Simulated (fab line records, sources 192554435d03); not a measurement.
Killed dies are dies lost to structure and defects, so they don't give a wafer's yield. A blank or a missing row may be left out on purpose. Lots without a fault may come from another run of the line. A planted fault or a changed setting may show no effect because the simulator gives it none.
A struck lot beside a sound one | flow n5_finfet | 38 steps out of a route of 1938
Sound: wafers L909.2, L909.4, L909.5. Struck: wafers L915.2, L915.4, L915.5. The cause comes at the end.
At each step with rows: each side's tool, then ch and its chambers, then its first start. Under that, the readings that differ: sound wafers | struck wafers | difference of the means | sigmas: that difference in standard deviations of wafers without a fault.
alike: readings whose means differ by less than 2 such deviations, and words and numbers that are the same on both sides. not compared: withheld readings, readings that some wafer has no value for, bounds like >300 that may hide the same value, and numbers for which the record gives no deviation and whose values overlap.
The two part at a step that has a row with sigmas, a row that says differs or no value, or rows on one side only. Numbers that don't overlap but have no deviation are shown without sigmas and don't part them. A reading that every wafer of one side lacks parts them only if that side has two wafers or more.

first, 9 steps without rows for these wafers: N5_MOL_CONTACT_COAG_PRE_CLEAN_142 (time 60 s); N5_MOL_CONTACT_COAG_SPUTTER_130 (material Co, target thk 47.5 nm); N5_MOL_CONTACT_COAG_PRECLEAN_125 (cleans in DIW, time 57.5 s); N5_MOL_CONTACT_COAG_SRD_126 (dry time 32 s); N5_MOL_CONTACT_COAG_CMP_23 (polishes, stops on SiO2, t overpolish 1.5 s, target thk 0 nm); N5_MOL_CONTACT_COAG_WET_ETCH_26 (target Co, target depth 13 nm); N5_MOL_CONTACT_COAG_WET_ETCH_116 (etches the open film in SC1-inhibited, target depth 4.6 nm, rinse time 30 s); N5_MOL_CONTACT_COAG_ALD_27 (deposits SiOC, target thk 17 nm, pulse time 1.5 s, time 2720 s); N5_MOL_CONTACT_COAG_CMP_28 (polishes, stops on SiNx, t overpolish 0.85 s, target thk 14.522 nm).
N5_MOL_CONTACT_COAG_ALD_123: deposits SiNx, target thk 5 nm, pulse time 1 s, purge time 2 s.
  sound on ald_sin-01 ch 1,3, day 5 23:14; struck on ald_sin-01 ch 2,3, day 7 13:46
  reading    | sound       | struck   | difference | sigmas
  ald_cycles | 100 100 100 | 95 95 95 | -5         |
  alike: heater_power_w, precursor_pulse_height_rel, susceptor_temp_C
then, 26 steps without rows for these wafers: N5_MOL_CONTACT_COAG_PECVD_31 (deposits SiO2 from TEOS/O2, target thk 46 nm, time 8.9 s); N5_MOL_CONTACT_COAG_COAT_75 (time 60 s, resist thk 60 nm); N5_MOL_CONTACT_COAG_COAT_76 (time 60 s, resist thk 10 nm); N5_MOL_CONTACT_COAG_COAT_77 (time 60 s, resist thk 10 nm); N5_MOL_CONTACT_COAG_COAT_78 (resist thk 40 nm); N5_MOL_CONTACT_COAG_EBR_80; N5_MOL_CONTACT_COAG_SOFTBAKE_79 (time 60 s); N5_MOL_CONTACT_COAG_EXPOSE_81 (exposes mask VG, defocus 0 nm); N5_MOL_CONTACT_COAG_PEB_82 (peb time 60 s); N5_MOL_CONTACT_COAG_DEVELOP_83 (develop time 30 s); N5_MOL_CONTACT_COAG_DESCUM_88 (chemistry O2, time 7 s); N5_MOL_CONTACT_COAG_ETCH_89 (etches underlayer in N2/H2, target depth 13 nm, time 10.4 s); N5_MOL_CONTACT_COAG_ETCH_90 (etches SiARC in CF4, target depth 13 nm, time 21.7 s); N5_MOL_CONTACT_COAG_ALD_131 (deposits SiO2, target thk 5 nm, pulse time 1 s, co reactant pulse time 1 s); N5_MOL_CONTACT_COAG_ETCHBACK_132 (etches SiO2 in CHF3, target depth 10 nm, time 6.7 s); N5_MOL_CONTACT_COAG_ETCH_91 (etches SOC in N2/H2, target depth 60 nm, overetch 21 nm, time 101.2 s); N5_MOL_CONTACT_COAG_STRIP_92 (strips in N2/H2); N5_MOL_CONTACT_COAG_STRIP_93 (strips in N2/H2); N5_MOL_CONTACT_COAG_ETCHBACK_135 (etches SiO2 in CHF3, target depth 25 nm, time 16.7 s); N5_MOL_CONTACT_COAG_STRIP_118 (strips in CHF3); N5_MOL_CONTACT_COAG_VIA_ETCH_46 (etches SiO2 in C4F6/O2, target depth 46 nm, overetch 9.2 nm, time 40 s); N5_MOL_CONTACT_COAG_STRIP_96 (strips in N2/H2); N5_MOL_CONTACT_COAG_ETCH_47 (etches SiNx in CH3F/O2, stops on W, target depth 27 nm); N5_MOL_CONTACT_COAG_STRIP_119 (strips in N2/H2, time 30 s); N5_MOL_CONTACT_COAG_PRECLEAN_144 (cleans in alkaline clean, time 60 s); N5_MOL_CONTACT_COAG_SRD_145 (time 30 s).
N5_MOL_CONTACT_COAG_ETCH_124: etches SiNx in CH3F/O2, stops on SiOC, target depth 6.5 nm.
  sound on rie_diel-01 ch 0,1,2, day 6 01:57; struck on rie_diel-01 ch 1,2, day 7 17:13
  reading                  | sound             | struck            | difference | sigmas
  model.etch.depth_nm (nm) | 5.008 4.996 4.972 | 4.769 4.737 4.777 | -0.231     |
  alike: drypump_motor_current_A, oes_product_au, rf_vpp_V, showerhead_plenum_p_Torr, throttle_valve_pct
  not compared: rf_hours_counter_h
-- the record jumps here: 3 days lie between the struck wafers' starts before and after (it left off in module MOL_CONTACT_COAG and takes up again in module BEOL_M4, whose first step shown is number 1111 of the route) --
N5_BEOL_M4_RC_MEAS_101:
  sound on prober-02 ch 0, day 8 10:20; struck on prober-01 ch 0, day 10 21:46
  alike: DIBL_N, DIBL_P, IOFF_N, IOFF_P, ION_N, ION_P, SS_N, SS_P, VT_N, VT_P

WHERE THEY PART
Nowhere in this record.

WHY: what the simulator had put in
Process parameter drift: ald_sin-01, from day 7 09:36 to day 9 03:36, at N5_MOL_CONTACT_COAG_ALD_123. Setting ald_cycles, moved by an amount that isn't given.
